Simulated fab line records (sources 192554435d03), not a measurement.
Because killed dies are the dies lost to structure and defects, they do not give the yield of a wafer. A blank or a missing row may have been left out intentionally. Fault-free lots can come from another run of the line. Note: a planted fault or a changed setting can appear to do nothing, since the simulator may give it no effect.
Chamber matching :: flow n5Finfet :: pecvd-02 running N5_MIM_TOP_ETCH_PECVD_03: 3 sister chambers
The step deposits SiNx from SiH4/NH3/N2, target thk 20 nm, time 17.6 s. 3 wafers are shown with their chamber, then 7 later ones without.

== WAFERS PAIRED WITH THEIR CHAMBERS ==
wafer: L086.1
chamber: 1
throttleValvePct (%): 43.3

wafer: L091.4
chamber: 0
throttleValvePct (%): 40.0

wafer: L091.5
chamber: 2
throttleValvePct (%): 39.8

== WAFERS MISSING THEIR CHAMBER ==
wafer: L091.6
throttleValvePct (%): 43.4

wafer: L093.2
throttleValvePct (%): 40.2

wafer: L093.4
throttleValvePct (%): 39.5

wafer: L093.5
throttleValvePct (%): 40.0

wafer: L094.2
throttleValvePct (%): 39.9

wafer: L094.4
throttleValvePct (%): 39.9

wafer: L094.5
throttleValvePct (%): 38.4

== WHICH CHAMBER EACH ONE RAN IN ==
wafer: L091.6
from the rows above: 1
in truth: 1

wafer: L093.2
from the rows above: can't be placed: 0 or 2
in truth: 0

wafer: L093.4
from the rows above: can't be placed: 2 or 0
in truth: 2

wafer: L093.5
from the rows above: can't be placed: 0 or 2
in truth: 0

wafer: L094.2
from the rows above: can't be placed: 0 or 2
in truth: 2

wafer: L094.4
from the rows above: can't be placed: 0 or 2
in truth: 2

wafer: L094.5
from the rows above: can't be placed: 2 or 0
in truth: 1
Placed correctly: 1 of 7. Cannot be placed on the basis of these rows: 6; the candidates contain the true chamber in 5. Number placed wrongly: 0.
How it was worked out, from the rows above alone: a wafer's distance from a chamber is the root of the sum, over the readings, of the square of ((its reading less the chamber's mean) divided by the reading's scatter). If the next closest chamber is less than 2 further off than the closest, the wafer can't be placed; otherwise it belongs to the closest. The mean given for a chamber averages the wafers shown for that chamber. The scatter: root of mean squared gap, hidden wafer to nearest shown wafer, with one shown wafer a chamber.
